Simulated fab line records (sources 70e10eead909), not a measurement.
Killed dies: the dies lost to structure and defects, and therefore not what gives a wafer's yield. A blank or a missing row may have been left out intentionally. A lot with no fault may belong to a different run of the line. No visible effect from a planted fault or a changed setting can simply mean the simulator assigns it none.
Code-filled problem report in 8D (eight disciplines) form | flow nandHarc | the parts of the form that need people (team, actions taken, sign-off) are left out

## 1. THE PROBLEM
At NHARC_END_SORT_01, killedAtArray averages 154 over 3 wafers from 3 lots, while fault-free wafers read 29, standard deviation 11. Measured from the usual mean, that is +11 standard deviations.
Earliest sighting: wafer L616.2 on prober-01 at day 26 11:43. Wafers with a number at this step in the record: 7, from 3 lots. By rule, "out" or "out of limits" means more than 4 standard deviations away from the usual mean. All remaining wafers that have a number are taken as sound.

## 2. WHAT IT IS AND WHAT IT IS NOT
question                    | is                        | is not
which readings at this step | killedAtArray, killedDies | killedAtOther, killedAtPeriphery
which lots                  | L616, L619, L622          | -
which wafers of those lots  | L616.2, L619.3, L622.2    | L616.5, L619.1, L622.4, L622.5
read on which gauges        | prober-01, prober-02      | -
when                        | from day 26 11:43         | up to then (0 sound wafers); but 4 sound wafers of L616, L619, L622 came after

## 3. SUSPECTS, AND WHAT RULES EACH OUT
Counting: if a tool at a process step up to the reading ran every lot that is out, it stays a suspect. Sound lots after the first of them don't rule it out here, since some wafers of a struck lot are sound.
- the gauge at NHARC_END_SORT_01 is ruled out. Those wafers that are out were read across 2 gauges (prober-01, prober-02).
- cmp-02 at NHARC_A_STAIRCASE_CMP_472 (polishes SiO2): kept. It ran every lot that is out, first L616 (day 17 10:41).
- rieDiel-01 at NHARC_A_SGD_CUT_DESCUM_14 (chemistry O2, time 3 s): kept. It ran every lot that is out, first L616 (day 17 12:11).
- rieDiel-01 at NHARC_A_SGD_CUT_ETCH_59 (etches the open film in N2/H2, target depth 260 nm, time 406.25 s): kept. It ran every lot that is out, first L616 (day 17 12:20). On those wafers its own readings are out: runLengthS.
The count leaves cmp-02 at NHARC_A_STAIRCASE_CMP_472, rieDiel-01 at NHARC_A_SGD_CUT_DESCUM_14, and rieDiel-01 at NHARC_A_SGD_CUT_ETCH_59.

## 4. THE CAUSE (what the simulator had put in)
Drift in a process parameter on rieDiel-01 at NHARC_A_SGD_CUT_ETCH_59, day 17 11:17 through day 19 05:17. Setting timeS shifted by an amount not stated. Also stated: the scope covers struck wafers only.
Of the 3 suspects that counting leaves, this tool is one.

## 5. THE CHAIN OF EFFECTS, in route order
Each row: a reading whose mean over the struck wafers that have a number lies more than 3 standard deviations from the usual. Only readings for which the record gives a usual standard deviation are gone through. hours: the time from each lot's start at the first step in this table that gives one to its start at this step, as a median over the lots. sigmas: the change in usual standard deviations.
hours | step                    | reading       | usual   | on struck wafers | change | sigmas
0     | NHARC_A_SGD_CUT_ETCH_59 | runLengthS    | 427.6 s | 341.7            | -85.9  | -99 or more
215   | NHARC_END_SORT_01       | killedAtArray | 29      | 154              | +125   | +11
215   | NHARC_END_SORT_01       | killedDies    | 33      | 157              | +124   | +10
Process steps it contains:
- NHARC_A_SGD_CUT_ETCH_59: etches the open film in N2/H2, target depth 260 nm, time 406.25 s.

## 6. HOW IT WOULD HAVE BEEN CAUGHT EARLIER
The first out-of-limits reading at a measuring or inspecting step in this record came at day 26 11:43, 216 hours after the fault's start at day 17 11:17.
Tool's own readings at NHARC_A_SGD_CUT_ETCH_59, runLengthS: out on all struck wafers the step has rows for; an alarm limit on them would have tripped on the first.
The start of NHARC_A_SGD_CUT_ETCH_59 on rieDiel-01 came by day 26 11:43 for every one of the lots that are out (3). None of them would have been spared by holding the tool at that moment.
